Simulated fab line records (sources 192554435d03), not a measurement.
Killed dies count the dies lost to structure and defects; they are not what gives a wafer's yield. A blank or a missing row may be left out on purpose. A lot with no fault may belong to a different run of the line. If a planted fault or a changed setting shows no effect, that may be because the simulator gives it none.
Chamber matching / flow n5_finfet / rie_diel-02 running N5_BEOL_M12_DESCUM_15: 4 sister chambers
The step chemistry O2, time 7.9 s. 18 wafers are shown with their chamber, then 9 later ones without.

## WAFERS PAIRED WITH THEIR CHAMBERS
wafer=L075.2; chamber=1; drypump_motor_current_A (A)=5.7; showerhead_plenum_p_Torr (Torr)=2.11; oes_product_au (a.u.)=0.73
wafer=L075.5; chamber=3; drypump_motor_current_A (A)=5.3; showerhead_plenum_p_Torr (Torr)=2.15; oes_product_au (a.u.)=0.89
wafer=L075.6; chamber=0; drypump_motor_current_A (A)=6.2; showerhead_plenum_p_Torr (Torr)=2.17; oes_product_au (a.u.)=0.67
wafer=L079.1; chamber=2; drypump_motor_current_A (A)=5.1; showerhead_plenum_p_Torr (Torr)=2.16; oes_product_au (a.u.)=0.67
wafer=L079.3; chamber=3; drypump_motor_current_A (A)=5.3; showerhead_plenum_p_Torr (Torr)=2.15; oes_product_au (a.u.)=0.89
wafer=L079.4; chamber=2; drypump_motor_current_A (A)=5.1; showerhead_plenum_p_Torr (Torr)=2.16; oes_product_au (a.u.)=0.68
wafer=L078.4; chamber=2; drypump_motor_current_A (A)=5.1; showerhead_plenum_p_Torr (Torr)=2.16; oes_product_au (a.u.)=0.67
wafer=L078.5; chamber=3; drypump_motor_current_A (A)=5.3; showerhead_plenum_p_Torr (Torr)=2.15; oes_product_au (a.u.)=0.89
wafer=L078.6; chamber=1; drypump_motor_current_A (A)=5.7; showerhead_plenum_p_Torr (Torr)=2.11; oes_product_au (a.u.)=0.73
wafer=L080.3; chamber=1; drypump_motor_current_A (A)=5.7; showerhead_plenum_p_Torr (Torr)=2.11; oes_product_au (a.u.)=0.73
wafer=L080.4; chamber=1; drypump_motor_current_A (A)=5.7; showerhead_plenum_p_Torr (Torr)=2.11; oes_product_au (a.u.)=0.73
wafer=L080.5; chamber=3; drypump_motor_current_A (A)=5.3; showerhead_plenum_p_Torr (Torr)=2.15; oes_product_au (a.u.)=0.88
wafer=L083.3; chamber=1; drypump_motor_current_A (A)=5.7; showerhead_plenum_p_Torr (Torr)=2.10; oes_product_au (a.u.)=0.73
wafer=L083.4; chamber=3; drypump_motor_current_A (A)=5.3; showerhead_plenum_p_Torr (Torr)=2.15; oes_product_au (a.u.)=0.88
wafer=L083.5; chamber=3; drypump_motor_current_A (A)=5.3; showerhead_plenum_p_Torr (Torr)=2.15; oes_product_au (a.u.)=0.88
wafer=L087.1; chamber=3; drypump_motor_current_A (A)=5.3; showerhead_plenum_p_Torr (Torr)=2.14; oes_product_au (a.u.)=0.86
wafer=L087.2; chamber=0; drypump_motor_current_A (A)=6.2; showerhead_plenum_p_Torr (Torr)=2.16; oes_product_au (a.u.)=0.91
wafer=L087.4; chamber=0; drypump_motor_current_A (A)=6.1; showerhead_plenum_p_Torr (Torr)=2.16; oes_product_au (a.u.)=0.91

SIGNATURES (means of the wafers above)
reading=drypump_motor_current_A; chamber 0=6.167; chamber 1=5.700; chamber 2=5.100; chamber 3=5.300; scatter within a chamber=0.0218
reading=showerhead_plenum_p_Torr; chamber 0=2.1633; chamber 1=2.1080; chamber 2=2.1600; chamber 3=2.1486; scatter within a chamber=0.00407
reading=oes_product_au; chamber 0=0.8300; chamber 1=0.7300; chamber 2=0.6733; chamber 3=0.8814; scatter within a chamber=0.0529
Rule: a wafer lies at a distance from a chamber equal to the root of the sum of squares, over the readings, of (its reading less the chamber's mean, divided by the reading's scatter). The wafer belongs to the nearest chamber; if the next one is less than 2 further off, it can't be placed. The scatter is the square root of a quotient: the sum, over the shown wafers, of each reading's squared deviation from its chamber's mean, divided by wafers minus chambers.

## WAFERS MISSING THEIR CHAMBER
wafer=L089.2; drypump_motor_current_A (A)=5.8; showerhead_plenum_p_Torr (Torr)=2.10; oes_product_au (a.u.)=0.70
wafer=L089.3; drypump_motor_current_A (A)=6.1; showerhead_plenum_p_Torr (Torr)=2.15; oes_product_au (a.u.)=0.88
wafer=L089.6; drypump_motor_current_A (A)=6.1; showerhead_plenum_p_Torr (Torr)=2.15; oes_product_au (a.u.)=0.88
wafer=L093.1; drypump_motor_current_A (A)=5.1; showerhead_plenum_p_Torr (Torr)=2.15; oes_product_au (a.u.)=0.98
wafer=L093.5; drypump_motor_current_A (A)=5.7; showerhead_plenum_p_Torr (Torr)=2.10; oes_product_au (a.u.)=0.70
wafer=L093.6; drypump_motor_current_A (A)=6.1; showerhead_plenum_p_Torr (Torr)=2.15; oes_product_au (a.u.)=0.87
wafer=L095.1; drypump_motor_current_A (A)=5.1; showerhead_plenum_p_Torr (Torr)=2.15; oes_product_au (a.u.)=0.97
wafer=L095.2; drypump_motor_current_A (A)=6.2; showerhead_plenum_p_Torr (Torr)=2.15; oes_product_au (a.u.)=0.85
wafer=L095.4; drypump_motor_current_A (A)=5.7; showerhead_plenum_p_Torr (Torr)=2.09; oes_product_au (a.u.)=0.70

## THE CHAMBER EACH PASSED THROUGH
wafer=L089.2; from the rows above=1; in truth=1
wafer=L089.3; from the rows above=0; in truth=0
wafer=L089.6; from the rows above=0; in truth=0
wafer=L093.1; from the rows above=2; in truth=2
wafer=L093.5; from the rows above=1; in truth=1
wafer=L093.6; from the rows above=0; in truth=0
wafer=L095.1; from the rows above=2; in truth=2
wafer=L095.2; from the rows above=0; in truth=0
wafer=L095.4; from the rows above=1; in truth=1
Correct placement for 9 of the 9. Can't be placed from these rows: 0. Number placed wrongly: 0.
